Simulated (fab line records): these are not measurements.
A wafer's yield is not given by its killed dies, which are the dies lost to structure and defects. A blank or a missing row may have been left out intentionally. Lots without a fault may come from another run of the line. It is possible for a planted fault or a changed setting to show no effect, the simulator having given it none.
Matching of chambers | flow nand-harc | 4 sister chambers for NHARC_A_STAIRCASE_ALD_415 on ald-hk-01
The step deposits SiO2, target thk 30 nm, pulse time 6 s, ald cycles 300. 22 wafers are shown with their chamber, then 11 later ones without.

## WAFERS, EACH WITH ITS CHAMBER
wafer  | chamber | heater-power-w (W) | precursor-pulse-height-rel
L074.3 | 2       | 394                | 0.988
L074.4 | 3       | 465                | 1.000
L074.6 | 2       | 411                | 0.983
L078.2 | 2       | 382                | 1.026
L078.4 | 1       | 419                | 1.010
L078.5 | 2       | 395                | 1.012
L081.1 | 3       | 466                | 0.991
L081.3 | 0       | 491                | 0.967
L081.6 | 2       | 396                | 0.971
L084.1 | 3       | 467                | 0.985
L084.4 | 0       | 496                | 0.975
L084.5 | 0       | 498                | 1.025
L089.2 | 0       | 501                | 0.999
L089.3 | 2       | 399                | 0.994
L089.6 | 2       | 409                | 1.012
L086.1 | 3       | 472                | 0.992
L086.3 | 1       | 426                | 0.998
L086.5 | 3       | 482                | 0.968
L087.3 | 0       | 501                | 0.995
L087.5 | 3       | 469                | 0.981
L087.6 | 2       | 407                | 0.984
L091.2 | 0       | 511                | 0.982

SIGNATURES, as means of the wafers listed above
reading                    | chamber 0 | chamber 1 | chamber 2 | chamber 3 | scatter within a chamber
heater-power-w             | 499.67    | 422.50    | 399.12    | 470.17    | 7.79
precursor-pulse-height-rel | 0.99050   | 1.00400   | 0.99625   | 0.98617   | 0.0171
Rule: a wafer lies at a distance from a chamber equal to the root of the sum of squares, over the readings, of (its reading less the chamber's mean, divided by the reading's scatter). The wafer belongs to the nearest chamber; if the next one is less than 2 further off, it can't be placed. The scatter is the square root of a quotient: the sum, over the shown wafers, of each reading's squared deviation from its chamber's mean, divided by wafers minus chambers.

## WAFERS WITH NO CHAMBER GIVEN
wafer  | heater-power-w (W) | precursor-pulse-height-rel
L091.3 | 471                | 1.024
L091.4 | 410                | 1.014
L092.4 | 433                | 1.001
L092.5 | 402                | 1.006
L092.6 | 471                | 0.997
L094.1 | 429                | 1.013
L094.2 | 505                | 0.995
L094.3 | 405                | 0.995
L093.3 | 495                | 1.046
L093.4 | 431                | 0.957
L093.5 | 429                | 1.008

## WHICH CHAMBER EACH WENT THROUGH
wafer  | from the rows above     | in truth
L091.3 | can't be placed: 3 or 0 | 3
L091.4 | can't be placed: 1 or 2 | 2
L092.4 | 1                       | 1
L092.5 | can't be placed: 2 or 1 | 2
L092.6 | 3                       | 3
L094.1 | 1                       | 1
L094.2 | 0                       | 0
L094.3 | can't be placed: 2 or 1 | 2
L093.3 | can't be placed: 0 or 3 | 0
L093.4 | can't be placed: 1 or 2 | 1
L093.5 | 1                       | 1
Correctly placed: 5 of 11. Cannot be placed on the basis of these rows: 6; the candidates contain the true chamber in 6. 0 placed wrongly.
